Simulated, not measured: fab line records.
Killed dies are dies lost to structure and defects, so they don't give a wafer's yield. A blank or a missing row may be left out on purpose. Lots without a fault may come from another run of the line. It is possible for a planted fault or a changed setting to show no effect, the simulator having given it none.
fab line records	flow nand-harc	part 1 of 2: steps 1 to 19 of 27
record lots=5	wafers=15	last-day=31
route steps=1302 shown A_CONTACT@1039
lots untouched by any fault: they come from a run of this same line in which no faults occurred
start-h: the number of hours between the record's first day and the start of the first shown wafer of the lot	wait-h: hours since the lot's step before	" identical to the entry in the row above	L1.1+2: a single row standing in for several wafers	- either no value or no given start	* or withheld: withheld	< > ~ a bound
route shown NAME@n: NAME is a module with steps in the file, n the number in the route of the first one	usual: mean and standard deviation over wafers with no fault	same: alike in all rows	chamber/n: place in a boat	sites: the reading at each site	_std_site: how widely they spread, as a standard deviation	_edge_site: mean of outer sites minus mean of inner sites	radius-mm: how far each site lies from the wafer's centre	mask NAME#n: copy n	behind: the last tool/chamber to shape the wafer	hold: reason for holding the lot/hours on hold/outcome of the hold	device: the n, p or np transistor that did not switch	end of line: the tests these same wafers got at the end of their route	step lacking rows: just its recipe	killed: the dies lost at the first sort to structure and to defects; this is not the yield of the wafer	map: per-die view of a wafer (x killed, . not killed, _ where there is no die)
set.NAME: the setting the step ran with; set.NAME@STEP: the setting that earlier step ran with	model.NAME: the simulator's own value behind a step, which no gauge read
lots at selected steps of the route; one table per step, one row per wafer
services: from which hour (start-h, from the record's first day; less than 0 if before it) a tool's chamber was out of use, for how many hours, and why
## steps
# step NHARC_A_CONTACT_CD_MEAS_69
# recipe target-cd-nm=300	landing-energy-ev=500
# usual cd-nm=299.9/0.68
lot.wafer	tool	chamber	start-h	wait-h	cd-nm
L077.3	cd-sem-03	0	536.30	-	300.1
L077.4	"	0	"	"	299.5
L077.6	"	0	"	"	299.3
L082.1	cd-sem-02	0	568.99	-	299.8
L082.3	"	0	"	"	300.7
L082.5	"	0	"	"	300.7
L085.2	cd-sem-01	0	603.31	-	299.1
L085.4	"	0	"	"	300.1
L085.5	"	0	"	"	300.4
L086.1	cd-sem-03	0	617.67	-	299.5
L086.3	"	0	"	"	300.3
L086.5	"	0	"	"	300.0
L090.4	cd-sem-03	0	662.64	-	300.9
L090.5	"	0	"	"	300.8
L090.6	"	0	"	"	300.1
# step NHARC_A_CONTACT_OVL_MEAS_70
# usual overlay-x-nm=0.0/0.91	overlay-y-nm=0.1/0.79
lot.wafer	tool	chamber	start-h	wait-h	overlay-x-nm	overlay-y-nm
L077.3	overlay-01	-	536.38	-	0.9	1.3
L077.4	"	-	"	"	-0.1	1.1
L077.6	"	-	"	"	0.8	0.7
L082.1	overlay-02	-	569.08	-	-0.4	1.2
L082.3	"	-	"	"	0.3	1.0
L082.5	"	-	"	"	0.0	1.1
L085.2	overlay-01	-	603.40	-	-0.8	-0.3
L085.4	"	-	"	"	-0.8	0.0
L085.5	"	-	"	"	-1.5	-0.5
L086.1	overlay-01	-	617.76	-	2.0	-1.5
L086.3	"	-	"	"	2.1	-1.1
L086.5	"	-	"	"	2.0	-1.1
L090.4	overlay-02	-	662.72	-	0.8	0.1
L090.5	"	-	"	"	0.6	0.4
L090.6	"	-	"	"	-0.1	0.2
# step NHARC_A_CONTACT_INSPECT_71
# usual raw-defect-count=82/35
lot.wafer	tool	chamber	start-h	wait-h	raw-defect-count
L077.3	defect-inspect-02	-	536.42	0.0	110
L077.4	"	-	"	"	118
L077.6	"	-	"	"	91
L082.1	defect-inspect-02	-	569.11	0.0	31
L082.3	"	-	"	"	30
L082.5	"	-	"	"	29
L085.2	defect-inspect-01	-	603.44	0.0	69
L085.4	"	-	"	"	63
L085.5	"	-	"	"	70
L086.1	defect-inspect-02	-	617.80	0.0	82
L086.3	"	-	"	"	96
L086.5	"	-	"	"	97
L090.4	defect-inspect-02	-	662.76	0.0	77
L090.5	"	-	"	"	85
L090.6	"	-	"	"	78
# step NHARC_A_CONTACT_DESCUM_74
# recipe time-s=3	o2-flow-sccm=200	ar-flow-sccm=0	bias-power-w=0	chemistry=O2
# usual drypump-motor-current-A=5.8/0.54	oes-product-au=0.998/0.013	rf-vpp-V=57.8/0.87	showerhead-plenum-p-Torr=1.89/0.067	throttle-valve-pct=11.311/0.0097
lot.wafer	tool	chamber	start-h	wait-h	drypump-motor-current-A	oes-product-au	rf-hours-counter-h	rf-vpp-V	showerhead-plenum-p-Torr	throttle-valve-pct
L077.4	rie-diel-01	1	536.48	0.1	4.8	0.975	50	57.4	1.88	11.294
L077.3	"	2	"	"	5.3	1.005	45	58.1	1.90	11.307
L077.6	"	1	"	"	4.8	0.973	-	58.9	1.88	11.315
L082.1	rie-diel-06	1	569.17	0.1	6.2	0.994	15	58.2	2.00	11.320
L082.3	"	0	"	"	5.0	0.996	15	57.2	1.89	11.329
L082.5	"	2	"	"	5.6	1.001	-	55.9	1.80	11.311
L085.2	rie-diel-06	2	603.50	0.1	5.6	0.983	18	56.6	1.80	11.298
L085.4	"	0	"	"	5.0	0.992	22	57.6	1.89	11.308
L085.5	"	3	"	"	6.5	1.004	-	58.9	1.95	11.307
L086.1	rie-diel-13	2	617.88	0.1	5.9	0.994	27	58.3	1.84	11.308
L086.3	"	3	"	"	6.2	0.988	27	57.3	1.87	11.312
L086.5	"	1	"	"	5.6	1.010	-	57.6	1.84	11.307
L090.4	rie-diel-01	0	662.83	0.1	6.3	1.033	29	58.3	1.82	11.331
L090.5	"	3	"	"	5.6	1.033	-	57.7	1.85	11.311
L090.6	"	0	"	"	6.3	1.031	-	56.4	1.82	11.320
# step NHARC_A_CONTACT_ETCH_75
# recipe target-depth-a=390	over-etch-frac=0.3	time-s=65	ion-energy-ev=80	cf4-flow-sccm=150	ar-flow-sccm=0	rf-w=300	bias-w=100	chemistry=CF4
# usual drypump-motor-current-A=5.8/0.56	oes-product-au=0.999/0.013	rf-vpp-V=151.1/1	showerhead-plenum-p-Torr=1.75/0.056	throttle-valve-pct=13.282/0.0099
lot.wafer	tool	chamber	start-h	wait-h	drypump-motor-current-A	oes-product-au	rf-hours-counter-h	rf-vpp-V	showerhead-plenum-p-Torr	throttle-valve-pct
L077.3	rie-diel-01	1	536.58	0.1	4.8	0.976	50	151.3	1.74	13.288
L077.4	"	2	"	"	5.3	1.003	45	151.3	1.76	13.279
L077.6	"	3	"	"	5.6	1.016	-	149.2	1.73	13.279
L082.1	rie-diel-06	1	569.26	0.1	6.2	1.002	15	153.6	1.85	13.264
L082.3	"	2	"	"	5.6	0.993	15	151.4	1.67	13.282
L082.5	"	0	"	"	5.0	0.992	-	150.9	1.75	13.284
L085.2	rie-diel-06	1	603.59	0.1	6.2	0.999	22	151.3	1.84	13.262
L085.4	"	2	"	"	5.6	1.002	18	148.0	1.67	13.282
L085.5	"	0	"	"	5.0	0.997	-	151.6	1.75	13.276
L086.1	rie-diel-13	0	617.94	0.1	5.4	0.991	34	150.9	1.77	13.278
L086.3	"	2	"	"	5.9	0.985	27	150.4	1.71	13.268
L086.5	"	1	"	"	5.7	1.005	-	150.2	1.71	13.295
L090.4	rie-diel-01	0	662.92	0.1	6.3	1.029	29	151.4	1.69	13.285
L090.5	"	1	"	"	4.8	1.000	-	150.5	1.73	13.290
L090.6	"	2	"	"	5.2	0.992	-	151.9	1.74	13.293
# step NHARC_A_CONTACT_ETCH_76
# recipe target-depth-a=2600	over-etch-frac=0.3	time-s=475.3	ion-energy-ev=200	n2-flow-sccm=150	h2-flow-sccm=150	ar-flow-sccm=0	rf-w=400	bias-w=150	chemistry=N2/H2
# usual drypump-motor-current-A=5.8/0.56	h2-flow-sccm=150.0/0.48	oes-product-au=0.999/0.013	rf-vpp-V=429.9/2.2	showerhead-plenum-p-Torr=2.02/0.074	throttle-valve-pct=14.171/0.0085
lot.wafer	tool	chamber	start-h	wait-h	drypump-motor-current-A	h2-flow-sccm	oes-product-au	rf-hours-counter-h	rf-vpp-V	showerhead-plenum-p-Torr	throttle-valve-pct
L077.4	rie-diel-01	2	-	-	5.3	150.1	1.000	45	428.3	2.02	14.184
L077.3	"	0	"	"	6.3	149.6	1.049	53	428.6	1.95	14.154
L077.6	"	2	"	"	5.2	149.3	1.004	-	430.7	2.02	14.180
L082.1	rie-diel-06	1	-	-	6.2	149.1	1.004	15	433.7	2.14	14.166
L082.3	"	2	"	"	5.6	149.8	1.000	15	427.8	1.91	14.158
L082.5	"	0	"	"	5.0	150.3	0.997	-	429.3	2.02	14.161
L085.2	rie-diel-06	1	-	-	6.2	150.3	1.003	23	433.2	2.14	14.175
L085.4	"	2	"	"	5.6	149.7	0.990	18	427.3	1.91	14.176
L085.5	"	1	"	"	6.2	150.2	0.998	-	433.4	2.14	14.167
L086.3	rie-diel-13	1	-	-	5.6	150.3	1.005	25	429.3	1.96	14.168
L086.1	"	2	"	"	5.9	150.0	0.989	27	428.5	1.96	14.189
L086.5	"	0	"	"	5.3	150.5	1.004	-	430.1	2.03	14.169
L090.4	rie-diel-01	1	-	-	4.8	150.4	0.994	29	428.5	1.99	14.166
L090.5	"	1	"	"	4.8	150.2	1.000	-	430.2	1.99	14.178
L090.6	"	2	"	"	5.2	150.6	0.986	-	429.6	2.01	14.162
# step NHARC_A_CONTACT_ETCH_77
# recipe target-depth-a=1089	time-s=54.5	cf4-flow-sccm=100	chf3-flow-sccm=30	ar-flow-sccm=0	rf-w=500	bias-w=200	chemistry=CF4/CHF3
# usual drypump-motor-current-A=5.8/0.54	oes-product-au=0.941/0.024	rf-vpp-V=370.3/2	showerhead-plenum-p-Torr=1.56/0.052	throttle-valve-pct=16.803/0.0096
lot.wafer	tool	chamber	start-h	wait-h	drypump-motor-current-A	oes-product-au	rf-hours-counter-h	rf-vpp-V	showerhead-plenum-p-Torr	throttle-valve-pct
L077.4	rie-diel-01	2	-	-	5.2	0.921	45	369.1	1.56	16.796
L077.3	"	0	"	"	6.3	0.962	53	368.5	1.51	16.827
L077.6	"	3	"	"	5.6	0.945	-	369.2	1.54	16.806
L082.3	rie-diel-06	0	-	-	5.0	0.920	15	369.6	1.56	16.827
L082.1	"	2	"	"	5.6	0.924	15	368.1	1.48	16.801
L082.5	"	3	"	"	6.5	0.928	-	372.3	1.60	16.807
L085.2	rie-diel-06	0	-	-	5.0	0.917	23	370.3	1.56	16.827
L085.4	"	2	"	"	5.6	0.923	19	368.7	1.48	16.802
L085.5	"	0	"	"	5.0	0.915	-	372.2	1.56	16.800
L086.3	rie-diel-13	2	-	-	5.9	0.922	27	369.3	1.52	16.806
L086.1	"	3	"	"	6.2	0.920	28	369.2	1.53	16.813
L086.5	"	2	"	"	5.9	0.916	-	367.9	1.52	16.802
L090.4	rie-diel-01	0	-	-	6.3	0.975	29	367.9	1.50	16.798
L090.6	"	2	"	"	5.2	0.961	-	370.3	1.55	16.800
L090.5	"	3	"	"	5.6	0.998	-	368.3	1.53	16.804
# step NHARC_A_CONTACT_ETCH_78
# recipe target-depth-a=53000	over-etch-frac=0.3	time-s=1378	ion-energy-ev=150	o2-flow-sccm=400	cos-flow-sccm=20	ar-flow-sccm=0	rf-w=500	bias-w=300	chemistry=O2/COS
# usual drypump-motor-current-A=5.8/0.55	oes-product-au=1.000/0.013	rf-vpp-V=313.8/1.7	showerhead-plenum-p-Torr=3.09/0.1	throttle-valve-pct=28.330/0.009
lot.wafer	tool	chamber	start-h	wait-h	drypump-motor-current-A	oes-product-au	rf-hours-counter-h	rf-vpp-V	showerhead-plenum-p-Torr	throttle-valve-pct
L077.3	rie-diel-01	2	-	-	5.3	1.000	46	314.2	3.10	28.323
L077.4	"	3	"	"	5.6	1.010	51	311.1	3.05	28.334
L077.6	"	0	"	"	6.3	1.034	-	311.7	2.99	28.348
L082.3	rie-diel-06	0	-	-	5.0	1.001	15	313.7	3.09	28.351
L082.1	"	3	"	"	6.5	1.000	15	314.6	3.18	28.326
L082.5	"	1	"	"	6.3	0.998	-	316.1	3.26	28.332
L085.2	rie-diel-06	0	-	-	5.0	1.001	23	313.6	3.09	28.328
L085.4	"	2	"	"	5.6	1.006	19	311.8	2.94	28.323
L085.5	"	0	"	"	5.0	1.009	-	313.4	3.09	28.331
L086.1	rie-diel-13	0	-	-	5.4	1.004	34	314.5	3.11	28.325
L086.3	"	2	"	"	5.9	0.990	28	313.3	3.01	28.336
L086.5	"	0	"	"	5.3	0.996	-	314.1	3.11	28.319
L090.4	rie-diel-01	3	-	-	5.6	1.036	31	313.4	3.03	28.317
L090.6	"	3	"	"	5.6	1.032	-	313.1	3.03	28.331
L090.5	"	0	"	"	6.3	1.022	-	312.6	2.97	28.328
# step NHARC_A_CONTACT_ETCH_124
# recipe source-w=withheld	pressure-mtorr=20	bias-v=withheld	time-s=140	target-depth-a=7000	ar-flow-sccm=withheld	c4f8-flow-sccm=withheld	o2-flow-sccm=withheld	chemistry=C4F8/O2/Ar
lot.wafer	tool	chamber	start-h	wait-h	rf-hours-counter-h
L077.3	har-cap-etch-01	1	538.09	-	-
L077.4	"	0	"	"	-
L077.6	"	0	"	"	-
L082.1	har-cap-etch-01	0	570.75	-	10
L082.3	"	0	"	"	-
L082.5	"	1	"	"	-
L085.2	har-cap-etch-02	0	605.07	-	105
L085.4	"	1	"	"	-
L085.5	"	0	"	"	-
L086.1	har-cap-etch-01	0	619.47	-	19
L086.3	"	1	"	"	-
L086.5	"	1	"	"	-
L090.4	har-cap-etch-02	0	664.43	-	-
L090.5	"	0	"	"	-
L090.6	"	1	"	"	-
# step NHARC_A_CONTACT_ETCH_125
# recipe source-w=withheld	pressure-mtorr=20	bias-v=3000	time-s=197	target-depth-a=19180	ar-flow-sccm=withheld	c4f8-flow-sccm=withheld	o2-flow-sccm=withheld	chemistry=C4F8/O2/Ar
lot.wafer	tool	chamber	start-h	wait-h	rf-hours-counter-h
L077.3	har-cap-etch-01	1	538.28	0.2	-
L077.4	"	0	"	"	-
L077.6	"	0	"	"	-
L082.1	har-cap-etch-01	0	570.94	0.2	10
L082.3	"	0	"	"	-
L082.5	"	1	"	"	-
L085.2	har-cap-etch-02	0	605.26	0.2	105
L085.4	"	1	"	"	-
L085.5	"	0	"	"	-
L086.1	har-cap-etch-01	0	619.67	0.2	19
L086.3	"	1	"	"	-
L086.5	"	1	"	"	-
L090.4	har-cap-etch-02	0	664.62	0.2	-
L090.5	"	0	"	"	-
L090.6	"	1	"	"	-
# step NHARC_A_CONTACT_ETCH_126
# recipe source-w=withheld	pressure-mtorr=20	bias-v=3000	time-s=197	target-depth-a=19180	ar-flow-sccm=withheld	c4f8-flow-sccm=withheld	o2-flow-sccm=withheld	chemistry=C4F8/O2/Ar
lot.wafer	tool	chamber	start-h	wait-h	rf-hours-counter-h
L077.3	har-cap-etch-01	1	538.46	0.1	-
L077.4	"	0	"	"	-
L077.6	"	0	"	"	-
L082.1	har-cap-etch-01	0	571.12	0.1	10
L082.3	"	0	"	"	-
L082.5	"	1	"	"	-
L085.2	har-cap-etch-02	0	605.44	0.1	105
L085.4	"	1	"	"	-
L085.5	"	0	"	"	-
L086.1	har-cap-etch-01	0	619.84	0.1	20
L086.3	"	1	"	"	-
L086.5	"	1	"	"	-
L090.4	har-cap-etch-02	0	664.80	0.1	-
L090.5	"	0	"	"	-
L090.6	"	1	"	"	-
# step NHARC_A_CONTACT_ETCH_127
# recipe source-w=withheld	pressure-mtorr=20	bias-v=3000	time-s=197	target-depth-a=19180	ar-flow-sccm=withheld	c4f8-flow-sccm=withheld	o2-flow-sccm=withheld	chemistry=C4F8/O2/Ar
lot.wafer	tool	chamber	start-h	wait-h	rf-hours-counter-h
L077.3	har-cap-etch-01	1	538.64	0.1	-
L077.4	"	0	"	"	-
L077.6	"	0	"	"	-
L082.1	har-cap-etch-01	0	571.30	0.1	10
L082.3	"	0	"	"	-
L082.5	"	1	"	"	-
L085.2	har-cap-etch-02	0	605.62	0.1	105
L085.4	"	1	"	"	-
L085.5	"	0	"	"	-
L086.1	har-cap-etch-01	0	620.02	0.1	20
L086.3	"	1	"	"	-
L086.5	"	1	"	"	-
L090.4	har-cap-etch-02	0	664.97	0.1	-
L090.5	"	0	"	"	-
L090.6	"	1	"	"	-
# step NHARC_A_CONTACT_ETCH_128
# recipe source-w=withheld	pressure-mtorr=20	bias-v=3000	time-s=197	target-depth-a=19180	ar-flow-sccm=withheld	c4f8-flow-sccm=withheld	o2-flow-sccm=withheld	chemistry=C4F8/O2/Ar
lot.wafer	tool	chamber	start-h	wait-h	rf-hours-counter-h
L077.3	har-cap-etch-01	1	538.82	0.1	-
L077.4	"	0	"	"	-
L077.6	"	0	"	"	-
L082.1	har-cap-etch-01	0	571.47	0.1	11
L082.3	"	0	"	"	-
L082.5	"	1	"	"	-
L085.2	har-cap-etch-02	0	605.80	0.1	106
L085.4	"	1	"	"	-
L085.5	"	0	"	"	-
L086.1	har-cap-etch-01	0	620.20	0.2	20
L086.3	"	1	"	"	-
L086.5	"	1	"	"	-
L090.4	har-cap-etch-02	0	665.15	0.1	-
L090.5	"	0	"	"	-
L090.6	"	1	"	"	-
# step NHARC_A_CONTACT_ETCH_129
# recipe source-w=withheld	pressure-mtorr=20	bias-v=3000	time-s=197	target-depth-a=19180	ar-flow-sccm=withheld	c4f8-flow-sccm=withheld	o2-flow-sccm=withheld	chemistry=C4F8/O2/Ar
lot.wafer	tool	chamber	start-h	wait-h	rf-hours-counter-h
L077.3	har-cap-etch-01	1	538.99	0.1	-
L077.4	"	0	"	"	-
L077.6	"	0	"	"	-
L082.1	har-cap-etch-01	0	571.65	0.1	11
L082.3	"	0	"	"	-
L082.5	"	1	"	"	-
L085.2	har-cap-etch-02	0	605.97	0.1	106
L085.4	"	1	"	"	-
L085.5	"	0	"	"	-
L086.1	har-cap-etch-01	0	620.37	0.1	20
L086.3	"	1	"	"	-
L086.5	"	1	"	"	-
L090.4	har-cap-etch-02	0	665.33	0.1	-
L090.5	"	0	"	"	-
L090.6	"	1	"	"	-
# step NHARC_A_CONTACT_ETCH_130
# recipe source-w=withheld	pressure-mtorr=20	bias-v=3000	time-s=197	target-depth-a=19180	ar-flow-sccm=withheld	c4f8-flow-sccm=withheld	o2-flow-sccm=withheld	chemistry=C4F8/O2/Ar
lot.wafer	tool	chamber	start-h	wait-h	rf-hours-counter-h
L077.3	har-cap-etch-01	1	539.17	0.1	-
L077.4	"	0	"	"	-
L077.6	"	0	"	"	-
L082.1	har-cap-etch-01	0	571.83	0.1	11
L082.3	"	0	"	"	-
L082.5	"	1	"	"	-
L085.2	har-cap-etch-02	0	606.15	0.1	106
L085.4	"	1	"	"	-
L085.5	"	0	"	"	-
L086.1	har-cap-etch-01	0	620.55	0.1	20
L086.3	"	1	"	"	-
L086.5	"	1	"	"	-
L090.4	har-cap-etch-02	0	665.50	0.1	-
L090.5	"	0	"	"	-
L090.6	"	1	"	"	-
# step NHARC_A_CONTACT_ETCH_131
# recipe source-w=withheld	pressure-mtorr=20	bias-v=3000	time-s=197	target-depth-a=19180	ar-flow-sccm=withheld	c4f8-flow-sccm=withheld	o2-flow-sccm=withheld	chemistry=C4F8/O2/Ar
lot.wafer	tool	chamber	start-h	wait-h	rf-hours-counter-h
L077.3	har-cap-etch-01	1	539.35	0.1	-
L077.4	"	0	"	"	-
L077.6	"	0	"	"	-
L082.1	har-cap-etch-01	0	572.01	0.1	11
L082.3	"	0	"	"	-
L082.5	"	1	"	"	-
L085.2	har-cap-etch-02	0	606.33	0.1	106
L085.4	"	1	"	"	-
L085.5	"	0	"	"	-
L086.1	har-cap-etch-01	0	620.73	0.1	20
L086.3	"	1	"	"	-
L086.5	"	1	"	"	-
L090.4	har-cap-etch-02	0	665.68	0.1	-
L090.5	"	0	"	"	-
L090.6	"	1	"	"	-
# step NHARC_A_CONTACT_ETCH_132
# recipe source-w=withheld	pressure-mtorr=20	bias-v=3000	time-s=197	target-depth-a=19240	ar-flow-sccm=withheld	c4f8-flow-sccm=withheld	o2-flow-sccm=withheld	chemistry=C4F8/O2/Ar
lot.wafer	tool	chamber	start-h	wait-h	rf-hours-counter-h
L077.3	har-cap-etch-01	1	539.52	0.1	-
L077.4	"	0	"	"	-
L077.6	"	0	"	"	-
L082.1	har-cap-etch-01	0	572.18	0.1	11
L082.3	"	0	"	"	-
L082.5	"	1	"	"	-
L085.2	har-cap-etch-02	0	606.50	0.1	106
L085.4	"	1	"	"	-
L085.5	"	0	"	"	-
L086.1	har-cap-etch-01	0	620.90	0.1	21
L086.3	"	1	"	"	-
L086.5	"	1	"	"	-
L090.4	har-cap-etch-02	0	665.86	0.1	-
L090.5	"	0	"	"	-
L090.6	"	1	"	"	-
# step NHARC_A_CONTACT_ETCH_133
# recipe source-w=withheld	pressure-mtorr=20	bias-v=400	time-s=374	target-depth-a=16100	ar-flow-sccm=withheld	c4f8-flow-sccm=11.5	o2-flow-sccm=7.2	chemistry=C4F8/O2/Ar
lot.wafer	tool	chamber	start-h	wait-h	rf-hours-counter-h
L077.3	har-cap-etch-01	1	539.78	0.2	-
L077.4	"	0	"	"	-
L077.6	"	0	"	"	-
L082.1	har-cap-etch-01	0	572.40	0.2	11
L082.3	"	0	"	"	-
L082.5	"	1	"	"	-
L085.2	har-cap-etch-02	0	606.72	0.2	106
L085.4	"	1	"	"	-
L085.5	"	0	"	"	-
L086.1	har-cap-etch-01	0	621.08	0.1	21
L086.3	"	1	"	"	-
L086.5	"	1	"	"	-
L090.4	har-cap-etch-02	0	666.12	0.2	-
L090.5	"	0	"	"	-
L090.6	"	1	"	"	-
# step NHARC_A_CONTACT_ETCH_91
# recipe target-depth-a=400	over-etch-frac=0.5	time-s=85.7	ion-energy-ev=120	ch3f-flow-sccm=50	o2-flow-sccm=30	ar-flow-sccm=200	rf-w=500	bias-w=100	chemistry=CH3F/O2
# usual drypump-motor-current-A=5.8/0.55	oes-product-au=0.94/0.031	rf-vpp-V=243.9/1.4	showerhead-plenum-p-Torr=2.43/0.082	throttle-valve-pct=20.663/0.0086
lot.wafer	tool	chamber	start-h	wait-h	drypump-motor-current-A	oes-product-au	rf-hours-counter-h	rf-vpp-V	showerhead-plenum-p-Torr	throttle-valve-pct
L077.4	rie-diel-13	2	540.43	0.5	5.9	0.98	6	243.3	2.38	20.655
L077.3	"	1	"	"	5.7	1.02	6	242.1	2.37	20.670
L077.6	"	2	"	"	5.9	0.99	-	242.5	2.38	20.675
L082.3	rie-diel-06	3	573.12	0.5	6.5	0.94	15	247.3	2.50	20.671
L082.1	"	0	"	"	5.0	0.93	16	243.8	2.43	20.660
L082.5	"	0	"	"	5.0	0.93	-	243.7	2.43	20.666
L085.4	rie-diel-06	0	607.43	0.6	5.0	0.93	23	244.1	2.43	20.664
L085.2	"	3	"	"	6.5	0.93	22	244.1	2.50	20.648
L085.5	"	0	"	"	5.0	0.92	-	244.3	2.43	20.658
L086.1	rie-diel-01	3	621.86	0.7	5.6	1.04	18	244.1	2.39	20.664
L086.3	"	1	"	"	4.8	0.99	16	243.5	2.41	20.652
L086.5	"	3	"	"	5.6	1.04	-	243.2	2.39	20.651
L090.4	rie-diel-01	3	666.78	0.6	5.6	0.95	32	244.1	2.38	20.669
L090.5	"	2	"	"	5.2	0.91	-	243.6	2.42	20.655
L090.6	"	3	"	"	5.6	0.95	-	244.7	2.38	20.656
